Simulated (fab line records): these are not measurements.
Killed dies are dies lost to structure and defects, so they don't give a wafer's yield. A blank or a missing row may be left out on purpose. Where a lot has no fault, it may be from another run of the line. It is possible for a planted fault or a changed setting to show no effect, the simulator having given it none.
The same fault as seen by 2 desks -- flow n5 finfet -- each desk holds nothing but its own numbers, with what lay behind them at the end

## FOR THE TOOL OWNER'S DESK: ald metal-03
The tool's own readings at N5_BEOL_M2_ALD_84 (deposits TaN, pulse time 2 s, purge time 3 s, co reactant purge time 2 s): means of the sampled wafers that have a number, for each lot that ran on this tool. The brackets show how far a lot's mean lies from the usual mean; more than 4 standard deviations puts the lot out of limits, marked OUT.
Columns: A = heater power w at N5_BEOL_M2_ALD_84, usual 428 W; B = precursor vessel pressure torr at N5_BEOL_M2_ALD_84, usual 26.25 Torr
lot,first seen here,A,B
L902,day 9 09:17,410,26.24
L907,day 10 06:33,411,26.28
L919,day 11 11:56,420,26.26
L915,day 11 19:19,432,26.24
L917,day 12 05:08,398,26.27
L918,day 12 11:47,417,26.27
Result from this desk: across the 6 lots, nothing is out of limits.

## METROLOGY DESK
What the gauges read, lot by lot, whatever tool the lot ran on: means of the sampled wafers that have a number. The brackets show how far a lot's mean lies from the usual mean; more than 4 standard deviations puts the lot out of limits, marked OUT. Only the readings that lie furthest out on some lot appear, 7 of the 10 it has.
Columns: A = DIBL_N at N5_BEOL_M4_RC_MEAS_101, usual 36.0 mV/V; B = IOFF_P at N5_BEOL_M4_RC_MEAS_101, usual 0.21 nA/um; C = ION_P at N5_BEOL_M4_RC_MEAS_101, usual 463 uA/um; D = SS_N at N5_BEOL_M4_RC_MEAS_101, usual 71.4 mV/dec; E = SS_P at N5_BEOL_M4_RC_MEAS_101, usual 73.4 mV/dec; F = VT_N at N5_BEOL_M4_RC_MEAS_101, usual 250.0 mV; G = VT_P at N5_BEOL_M4_RC_MEAS_101, usual -251 mV
lot,first seen here,A,B,C,D,E,F,G
L902,day 11 04:40,36.3,0.19,456,71.6,73.3,251.3,-252
L903,day 11 09:54,36.3,0.19,458,71.2,73.2,250.7,-252
L905,day 11 18:32,36.0,0.23,471,71.2,73.4,249.0,-249
L907,day 12 01:49,35.3,0.20,468,71.4,73.1,249.3,-250
L919,day 13 08:01,38.0,0.29,473,71.7,74.2,249.9,-244
L915,day 13 22:28,34.8,0.20,464,72.2,72.9,250.5,-251
L917,day 14 07:26,37.1,0.22,462,71.4,73.5,249.3,-252
L918,day 14 10:12,35.2,0.19,461,71.6,73.6,250.8,-253
L906,day 15 11:17,35.6,0.19,454,71.6,73.3,251.0,-253
L924,day 15 11:43,34.9,0.19,464,70.8,72.6,253.6,-250
Result from this desk: across the 10 lots, nothing is out of limits.

## PUT TOGETHER
The desk of the tool owner found nothing out of limits.
Nothing out of limits was seen by the metrology desk.

## WHAT THE SIMULATOR HAD PUT IN
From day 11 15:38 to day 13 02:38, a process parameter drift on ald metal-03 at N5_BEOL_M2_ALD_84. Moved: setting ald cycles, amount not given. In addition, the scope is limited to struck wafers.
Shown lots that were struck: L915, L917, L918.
